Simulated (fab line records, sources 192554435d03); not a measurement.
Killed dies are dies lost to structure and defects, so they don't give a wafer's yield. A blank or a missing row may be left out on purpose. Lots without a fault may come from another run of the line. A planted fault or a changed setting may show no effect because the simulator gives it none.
Which tool did it? | flow n5_finfet | 10 lots, 30 wafers sampled, at 5 steps of a route of 1938

WHAT THE GAUGES READ, wafer by wafer
N5_BEOL_M4_RC_MEAS_101. Usual: DIBL_N 36.3 mV/V, standard deviation 1.1; DIBL_P 36.3 mV/V, standard deviation 1.4; IOFF_N 0.155 nA/um, standard deviation 0.019; IOFF_P 0.211 nA/um, standard deviation 0.027; ION_N 672 uA/um, standard deviation 8.5; ION_P 462 uA/um, standard deviation 5.8; SS_N 71.5 mV/dec, standard deviation 0.56; SS_P 73.3 mV/dec, standard deviation 0.52; VT_N 249.9 mV, standard deviation 2.5; VT_P -249.8 mV, standard deviation 2.8.
lot  | measured     | on        | DIBL_N (mV/V)  | DIBL_P (mV/V)  | IOFF_N (nA/um)    | IOFF_P (nA/um)    | ION_N (uA/um) | ION_P (uA/um) | SS_N (mV/dec)  | SS_P (mV/dec)  | VT_N (mV)         | VT_P (mV)            | flag
L923 | day 10 03:50 | prober-01 | 35.0 35.6 36.1 | 36.1 37.4 37.8 | 0.126 0.148 0.149 | 0.198 0.235 0.227 | 669 679 668   | 459 473 458   | 70.9 71.3 71.5 | 72.1 73.1 72.3 | 255.9 248.9 251.6 | -249.1 -247.1 -248.8 |
L927 | day 13 01:34 | prober-02 | 36.7 37.7 36.1 | 37.0 37.7 34.9 | 0.177 0.182 0.156 | 0.217 0.223 0.183 | 689 677 670   | 466 459 456   | 71.6 72.3 71.0 | 74.0 73.2 73.2 | 250.4 245.9 249.7 | -248.3 -247.1 -251.6 |
L931 | day 14 12:06 | prober-01 | 37.2 38.5 36.4 | 36.9 38.1 36.1 | 0.151 0.178 0.139 | 0.183 0.206 0.181 | 670 664 658   | 455 452 447   | 71.2 72.3 71.2 | 73.8 73.0 73.0 | 251.3 250.4 253.2 | -253.2 -249.8 -252.0 |
L932 | day 14 23:47 | prober-01 | 34.7 36.8 35.3 | 33.6 35.7 34.6 | 0.137 0.175 0.146 | 0.184 0.211 0.197 | 666 667 665   | 458 453 458   | 70.4 71.2 70.7 | 72.8 73.8 73.1 | 250.3 248.7 248.0 | -251.3 -250.6 -250.7 |
L933 | day 15 10:38 | prober-01 | 36.8 34.9 37.2 | 37.0 35.0 37.4 | 0.144 0.116 0.153 | 0.238 0.204 0.250 | 663 650 665   | 460 455 460   | 72.3 71.6 72.1 | 73.7 72.6 73.7 | 251.8 257.1 251.9 | -247.6 -250.4 -248.8 |
L938 | day 17 01:21 | prober-02 | 38.3 37.5 36.9 | 37.3 35.8 35.6 | 0.176 0.154 0.149 | 0.236 0.206 0.204 | 677 680 669   | 462 465 457   | 71.2 71.6 71.5 | 73.9 73.1 73.6 | 245.9 252.5 250.5 | -248.3 -249.6 -249.6 |
L940 | day 17 06:04 | prober-02 | 36.5 40.0 37.1 | 36.4 40.9 37.2 | 0.150 0.228 0.171 | 0.210 0.301 0.236 | 676 699 677   | 466 479 471   | 71.5 72.5 71.1 | 72.9 74.0 73.1 | 250.0 242.9 246.3 | -250.0 -244.8 -247.0 |
L939 | day 17 07:20 | prober-02 | 36.7 37.0 35.8 | 36.8 37.5 35.6 | 0.160 0.168 0.143 | 0.218 0.219 0.199 | 677 684 665   | 467 468 463   | 71.3 70.9 71.3 | 73.0 72.6 73.0 | 248.6 249.9 249.8 | -247.3 -248.5 -250.6 |
L942 | day 17 17:07 | prober-01 | 35.6 36.3 36.0 | 35.2 34.7 35.2 | 0.158 0.159 0.158 | 0.210 0.200 0.205 | 682 666 675   | 464 459 458   | 72.1 72.0 71.3 | 73.3 73.4 73.0 | 248.2 249.2 249.8 | -248.4 -250.9 -249.2 |
L943 | day 16 04:41 | prober-02 | 37.2 38.7 37.2 | 36.6 36.8 35.6 | 0.171 0.196 0.161 | 0.241 0.250 0.223 | 678 671 674   | 467 461 464   | 72.2 72.8 71.9 | 73.7 73.2 73.3 | 251.6 246.3 247.5 | -246.2 -246.9 -249.5 |

WHICH TOOL RAN EACH LOT (tool, then ch and the chambers of the sampled wafers, then the start)
lot  | N5_BEOL_M2_SPUTTER_79        | N5_BEOL_M2_SPUTTER_88        | N5_BEOL_M2_ANNEAL_91         | N5_BEOL_M2_ANNEAL_93
L923 | pvd_sputter-01, day 8 03:34  | pvd_sputter-01, day 8 04:14  | pvd_sputter-01, day 8 04:32  | pvd_sputter-01, day 8 04:45
L927 | pvd_sputter-01, day 9 08:53  | pvd_sputter-01, day 9 09:33  | pvd_sputter-01, day 9 09:51  | pvd_sputter-01, day 9 10:04
L931 | pvd_sputter-01, day 11 13:58 | pvd_sputter-01, day 11 14:37 | pvd_sputter-01, day 11 14:55 | pvd_sputter-01, day 11 15:08
L932 | pvd_sputter-01, day 12 05:36 | pvd_sputter-01, day 12 06:16 | pvd_sputter-01, day 12 06:34 | pvd_sputter-01, day 12 06:47
L933 | pvd_sputter-01, day 12 17:41 | pvd_sputter-01, day 12 18:21 | pvd_sputter-01, day 12 18:39 | pvd_sputter-01, day 12 18:52
L938 | pvd_sputter-01, day 13 04:52 | pvd_sputter-01, day 13 05:31 | pvd_sputter-01, day 13 05:49 | pvd_sputter-01, day 13 06:02
L940 | pvd_sputter-01, day 13 08:04 | pvd_sputter-01, day 13 08:43 | pvd_sputter-01, day 13 09:01 | pvd_sputter-01, day 13 09:14
L939 | pvd_sputter-01, day 13 16:10 | pvd_sputter-01, day 13 16:50 | pvd_sputter-01, day 13 17:08 | pvd_sputter-01, day 13 17:21
L942 | pvd_sputter-01, day 14 05:01 | pvd_sputter-01, day 14 05:40 | pvd_sputter-01, day 14 05:58 | pvd_sputter-01, day 14 06:11
L943 | pvd_sputter-01, day 14 12:20 | pvd_sputter-01, day 14 13:00 | pvd_sputter-01, day 14 13:18 | pvd_sputter-01, day 14 13:31
- N5_BEOL_M2_SPUTTER_79: material Cu, target thk 4.5 nm, time 8.29 s.
- N5_BEOL_M2_SPUTTER_88: material Cu, target thk 4.5 nm, time 8.29 s.
- N5_BEOL_M2_ANNEAL_91: time 240 s.
- N5_BEOL_M2_ANNEAL_93: time 240 s.

WHAT THE TOOLS THEMSELVES READ (means of the sampled wafers that have a number; where no wafer has one, the mark that the record gives instead)
N5_BEOL_M2_SPUTTER_79. Usual: throttle_valve_pct 29.6 %, standard deviation 1.
lot  | tool           | throttle_valve_pct (%) | flag
L923 | pvd_sputter-01 | 29.3                   |
L927 | pvd_sputter-01 | 30.3                   |
L931 | pvd_sputter-01 | 30.8                   |
L932 | pvd_sputter-01 | 29.3                   |
L933 | pvd_sputter-01 | 29.2                   |
L938 | pvd_sputter-01 | 29.7                   |
L940 | pvd_sputter-01 | 29.6                   |
L939 | pvd_sputter-01 | 29.8                   |
L942 | pvd_sputter-01 | 30.9                   |
L943 | pvd_sputter-01 | 29.9                   |

N5_BEOL_M2_SPUTTER_88. Usual: throttle_valve_pct 29.5 %, standard deviation 1.
lot  | tool           | throttle_valve_pct (%) | flag
L923 | pvd_sputter-01 | 29.4                   |
L927 | pvd_sputter-01 | 30.3                   |
L931 | pvd_sputter-01 | 30.8                   |
L932 | pvd_sputter-01 | 29.3                   |
L933 | pvd_sputter-01 | 29.2                   |
L938 | pvd_sputter-01 | 29.7                   |
L940 | pvd_sputter-01 | 29.5                   |
L939 | pvd_sputter-01 | 29.8                   |
L942 | pvd_sputter-01 | 31.1                   |
L943 | pvd_sputter-01 | 29.8                   |

N5_BEOL_M2_ANNEAL_91. Usual: heater_power_w 788 W, standard deviation 67; susceptor_temp_C 399.98 C, standard deviation 0.22.
lot  | tool           | heater_power_w (W) | susceptor_temp_C (C) | flag
L923 | pvd_sputter-01 | 761                | 400.26               |
L927 | pvd_sputter-01 | 756                | 399.91               |
L931 | pvd_sputter-01 | 720                | 400.15               |
L932 | pvd_sputter-01 | 790                | 399.78               |
L933 | pvd_sputter-01 | 825                | 399.76               |
L938 | pvd_sputter-01 | 779                | 400.01               |
L940 | pvd_sputter-01 | 760                | 400.02               |
L939 | pvd_sputter-01 | 788                | 399.97               |
L942 | pvd_sputter-01 | 716                | 400.03               |
L943 | pvd_sputter-01 | 755                | 399.96               |

N5_BEOL_M2_ANNEAL_93. Usual: heater_power_w 791 W, standard deviation 69; susceptor_temp_C 399.97 C, standard deviation 0.23.
lot  | tool           | heater_power_w (W) | susceptor_temp_C (C) | flag
L923 | pvd_sputter-01 | 760                | 400.18               |
L927 | pvd_sputter-01 | 754                | 400.06               |
L931 | pvd_sputter-01 | -                  | -                    | OFF
L932 | pvd_sputter-01 | -                  | -                    | OFF
L933 | pvd_sputter-01 | -                  | -                    | OFF
L938 | pvd_sputter-01 | 789                | 399.76               |
L940 | pvd_sputter-01 | 769                | 399.88               |
L939 | pvd_sputter-01 | 779                | 399.96               |
L942 | pvd_sputter-01 | 722                | 400.09               |
L943 | pvd_sputter-01 | 763                | 400.04               |

THE ANSWER, worked out from the rows above alone
Rule: a lot is off if the mean of its wafers that have a number lies more than 3 standard deviations from the usual mean. A lot without any number at a reading at which 4 lots or more have one is off too. The other lots that the step has rows for count as sound. The gauges are gone through in route order, then the tools' own readings, and for those a lot's mean is taken as printed above. The first step at which some lot is off is used, and at that step the reading that is off furthest; a lot without a number counts as furthest.
Off: L931, L932, L933, at N5_BEOL_M2_ANNEAL_93 (heater_power_w). Without a number there: L931, L932, L933.
A tool fits if, at that step or a process step before it, it ran every lot that is off, and no sound lot after the first of them. None of those tried fits.

WHAT THE SIMULATOR HAD PUT IN
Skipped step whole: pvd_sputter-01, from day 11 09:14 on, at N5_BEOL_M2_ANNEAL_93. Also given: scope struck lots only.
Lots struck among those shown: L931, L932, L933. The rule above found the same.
